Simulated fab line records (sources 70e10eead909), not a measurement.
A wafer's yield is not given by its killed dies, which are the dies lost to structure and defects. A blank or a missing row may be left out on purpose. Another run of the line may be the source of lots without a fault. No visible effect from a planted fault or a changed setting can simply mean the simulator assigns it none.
Shared-tool check -- flow nandHarc -- Lots sampled 13, wafers sampled 39

== WHY IT WAS OPENED ==
Flagged at NHARC_A_BLC_CD_MEAS_10: reading cdNm, on 3 of 13 lots. Fault-free wafers read 100.4 nm, with a standard deviation of 0.79.
Rule: a lot gets a flag if all its wafers with a number sit over 4 standard deviations from that mean, or if no wafer of it has a number. All remaining lots are regarded as sound.

lot,measured,on,"cdNm (nm), wafer by wafer",flag
L234,day 17 21:48,cdSem-02,100.7 101.9 101.0,
L236,day 17 22:04,cdSem-02,100.4 99.1 100.0,
L237,day 18 07:04,cdSem-01,99.9 98.6 100.0,
L235,day 18 08:14,cdSem-02,100.4 100.4 100.9,
L238,day 18 22:21,cdSem-02,100.3 101.3 99.3,
L239,day 18 23:03,cdSem-02,100.2 101.0 100.6,
L244,day 20 00:29,cdSem-03,100.4 99.6 99.2,
L246,day 20 05:59,cdSem-01,112.9 112.2 113.2,FLAGGED
L245,day 20 10:07,cdSem-02,100.5 100.8 100.8,
L247,day 21 06:01,cdSem-01,110.2 110.1 109.9,FLAGGED
L248,day 21 12:12,cdSem-02,107.5 107.5 108.0,FLAGGED
L253,day 22 08:41,cdSem-02,100.6 102.0 101.9,
L255,day 22 09:25,cdSem-02,100.7 100.1 100.1,
The numbers of the flagged lots are 110.2 nm on average: +9.8 nm against the usual, or +12 standard deviations.

== WHICH TOOL RAN EACH LOT ==
The record keeps 1 process step preceding the reading, out of 1159 steps on the route. Read each cell as the tool, then ch plus the chambers that the sampled wafers visited, then the start.
lot,flag,NHARC_A_BLC_PEB_08
L234,,"lithoTrack-01 ch 0, day 17 21:43"
L236,,"lithoTrack-06 ch 0, day 17 21:59"
L237,,"lithoTrack-04 ch 0, day 18 06:59"
L235,,"lithoTrack-01 ch 0, day 18 08:10"
L238,,"lithoTrack-04 ch 0, day 18 22:16"
L239,,"lithoTrack-01 ch 0, day 18 22:58"
L244,,"lithoTrack-06 ch 0, day 20 00:24"
L246,FLAGGED,"lithoTrack-06 ch 0, day 20 05:54"
L245,,"lithoTrack-01 ch 0, day 20 10:02"
L247,FLAGGED,"lithoTrack-06 ch 0, day 21 05:56"
L248,FLAGGED,"lithoTrack-06 ch 0, day 21 12:07"
L253,,"lithoTrack-01 ch 0, day 22 08:37"
L255,,"lithoTrack-01 ch 0, day 22 09:20"
What the steps here do:
- NHARC_A_BLC_PEB_08: peb time 65 s.
- NHARC_A_BLC_CD_MEAS_10: target cd 100 nm.

== FLAGGED AGAINST TOTAL, ONE TOOL AT A TIME (gauges that did the reading follow at the end) ==
step,tool,lots run,flagged,share of the flagged lots,sound lots run after its first flagged lot
NHARC_A_BLC_PEB_08,lithoTrack-01,6,0,none,-
NHARC_A_BLC_PEB_08,lithoTrack-04,2,0,none,-
NHARC_A_BLC_PEB_08,lithoTrack-06,5,3,all,0
NHARC_A_BLC_CD_MEAS_10,cdSem-01,3,2,some,0
NHARC_A_BLC_CD_MEAS_10,cdSem-02,9,1,some,"2 (L253,L255)"
NHARC_A_BLC_CD_MEAS_10,cdSem-03,1,0,none,-

== WHAT IS ALLOWED BY THE TABLE ==
Rows of the table that ran each flagged lot: 1, that is lithoTrack-06 at NHARC_A_BLC_PEB_08.
- lithoTrack-06 at NHARC_A_BLC_PEB_08 ran 5 lots, 3 of them flagged. It ran its last sound lot, L244, at day 20 00:24 and its first flagged lot, L246, at day 20 05:54: a fault with its onset between the two fits.
Left over: one tool, lithoTrack-06 at NHARC_A_BLC_PEB_08.

== WHAT THE SIMULATOR HAD PUT IN ==
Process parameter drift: lithoTrack-06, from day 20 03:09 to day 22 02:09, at NHARC_A_BLC_PEB_08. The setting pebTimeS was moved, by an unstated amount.
Struck lots among those shown: L246, L247, L248. The rule above found the same.
